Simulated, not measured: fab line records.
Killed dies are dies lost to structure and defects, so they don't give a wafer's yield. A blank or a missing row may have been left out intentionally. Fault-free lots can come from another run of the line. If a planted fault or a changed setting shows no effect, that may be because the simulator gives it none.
Matching of chambers || flow n5Finfet || N5_BEOL_M12_ETCH_67 on rieDiel-06 has 4 sister chambers
The step etches SiARC in CF4, target depth 143 nm, time 238.3 s. 16 wafers are shown with their chamber, then 8 later ones without.

== EACH WAFER AND ITS CHAMBER ==
{"wafer": "L077.1", "chamber": 2, "drypumpMotorCurrentA (A)": 5.7, "showerheadPlenumPTorr (Torr)": 2.08, "throttleValvePct (%)": 15.47}
{"wafer": "L077.2", "chamber": 3, "drypumpMotorCurrentA (A)": 5.4, "showerheadPlenumPTorr (Torr)": 2.12, "throttleValvePct (%)": 16.01}
{"wafer": "L077.3", "chamber": 1, "drypumpMotorCurrentA (A)": 6.5, "showerheadPlenumPTorr (Torr)": 2.17, "throttleValvePct (%)": 15.70}
{"wafer": "L080.4", "chamber": 3, "drypumpMotorCurrentA (A)": 5.4, "showerheadPlenumPTorr (Torr)": 2.11, "throttleValvePct (%)": 16.04}
{"wafer": "L080.5", "chamber": 3, "drypumpMotorCurrentA (A)": 5.4, "showerheadPlenumPTorr (Torr)": 2.11, "throttleValvePct (%)": 16.04}
{"wafer": "L080.6", "chamber": 0, "drypumpMotorCurrentA (A)": 6.2, "showerheadPlenumPTorr (Torr)": 2.09, "throttleValvePct (%)": 15.71}
{"wafer": "L081.2", "chamber": 1, "drypumpMotorCurrentA (A)": 6.5, "showerheadPlenumPTorr (Torr)": 2.17, "throttleValvePct (%)": 15.73}
{"wafer": "L081.3", "chamber": 2, "drypumpMotorCurrentA (A)": 5.7, "showerheadPlenumPTorr (Torr)": 2.08, "throttleValvePct (%)": 15.51}
{"wafer": "L081.4", "chamber": 3, "drypumpMotorCurrentA (A)": 5.3, "showerheadPlenumPTorr (Torr)": 2.11, "throttleValvePct (%)": 16.04}
{"wafer": "L084.2", "chamber": 0, "drypumpMotorCurrentA (A)": 6.2, "showerheadPlenumPTorr (Torr)": 2.09, "throttleValvePct (%)": 15.72}
{"wafer": "L084.3", "chamber": 2, "drypumpMotorCurrentA (A)": 5.7, "showerheadPlenumPTorr (Torr)": 2.08, "throttleValvePct (%)": 15.50}
{"wafer": "L084.6", "chamber": 2, "drypumpMotorCurrentA (A)": 5.7, "showerheadPlenumPTorr (Torr)": 2.08, "throttleValvePct (%)": 15.50}
{"wafer": "L088.1", "chamber": 0, "drypumpMotorCurrentA (A)": 6.2, "showerheadPlenumPTorr (Torr)": 2.08, "throttleValvePct (%)": 15.76}
{"wafer": "L088.5", "chamber": 3, "drypumpMotorCurrentA (A)": 5.4, "showerheadPlenumPTorr (Torr)": 2.11, "throttleValvePct (%)": 15.54}
{"wafer": "L088.6", "chamber": 2, "drypumpMotorCurrentA (A)": 5.7, "showerheadPlenumPTorr (Torr)": 2.08, "throttleValvePct (%)": 15.53}
{"wafer": "L094.2", "chamber": 1, "drypumpMotorCurrentA (A)": 6.5, "showerheadPlenumPTorr (Torr)": 2.16, "throttleValvePct (%)": 15.79}

SIGNATURES, as means of the wafers listed above
{"reading": "drypumpMotorCurrentA", "chamber 0": 6.200, "chamber 1": 6.500, "chamber 2": 5.700, "chamber 3": 5.380, "scatter within a chamber": 0.0258}
{"reading": "showerheadPlenumPTorr", "chamber 0": 2.0867, "chamber 1": 2.1667, "chamber 2": 2.0800, "chamber 3": 2.1120, "scatter within a chamber": 0.00422}
{"reading": "throttleValvePct", "chamber 0": 15.7300, "chamber 1": 15.7400, "chamber 2": 15.5020, "chamber 3": 15.9340, "scatter within a chamber": 0.13}
Rule: a wafer lies at a distance from a chamber equal to the root of the sum of squares, over the readings, of (its reading less the chamber's mean, divided by the reading's scatter). If the next closest chamber is less than 2 further off than the closest, the wafer can't be placed; otherwise it belongs to the closest. The scatter is the square root of a quotient: the sum, over the shown wafers, of each reading's squared deviation from its chamber's mean, divided by wafers minus chambers.

== WAFERS WHOSE CHAMBER IS MISSING ==
{"wafer": "L094.3", "drypumpMotorCurrentA (A)": 6.2, "showerheadPlenumPTorr (Torr)": 2.08, "throttleValvePct (%)": 15.78}
{"wafer": "L094.4", "drypumpMotorCurrentA (A)": 5.7, "showerheadPlenumPTorr (Torr)": 2.07, "throttleValvePct (%)": 15.58}
{"wafer": "L095.3", "drypumpMotorCurrentA (A)": 6.2, "showerheadPlenumPTorr (Torr)": 2.08, "throttleValvePct (%)": 15.77}
{"wafer": "L095.5", "drypumpMotorCurrentA (A)": 5.4, "showerheadPlenumPTorr (Torr)": 2.11, "throttleValvePct (%)": 15.56}
{"wafer": "L095.6", "drypumpMotorCurrentA (A)": 5.7, "showerheadPlenumPTorr (Torr)": 2.07, "throttleValvePct (%)": 15.56}
{"wafer": "L096.3", "drypumpMotorCurrentA (A)": 6.5, "showerheadPlenumPTorr (Torr)": 2.16, "throttleValvePct (%)": 15.77}
{"wafer": "L096.4", "drypumpMotorCurrentA (A)": 6.2, "showerheadPlenumPTorr (Torr)": 2.08, "throttleValvePct (%)": 15.78}
{"wafer": "L096.5", "drypumpMotorCurrentA (A)": 6.2, "showerheadPlenumPTorr (Torr)": 2.08, "throttleValvePct (%)": 15.78}

== WHICH CHAMBER EACH WENT THROUGH ==
{"wafer": "L094.3", "from the rows above": 0, "in truth": 0}
{"wafer": "L094.4", "from the rows above": 2, "in truth": 2}
{"wafer": "L095.3", "from the rows above": 0, "in truth": 0}
{"wafer": "L095.5", "from the rows above": 3, "in truth": 3}
{"wafer": "L095.6", "from the rows above": 2, "in truth": 2}
{"wafer": "L096.3", "from the rows above": 1, "in truth": 1}
{"wafer": "L096.4", "from the rows above": 0, "in truth": 0}
{"wafer": "L096.5", "from the rows above": 0, "in truth": 0}
Correct placement for 8 of the 8. Not placeable from these rows: 0. Wrongly placed: 0.
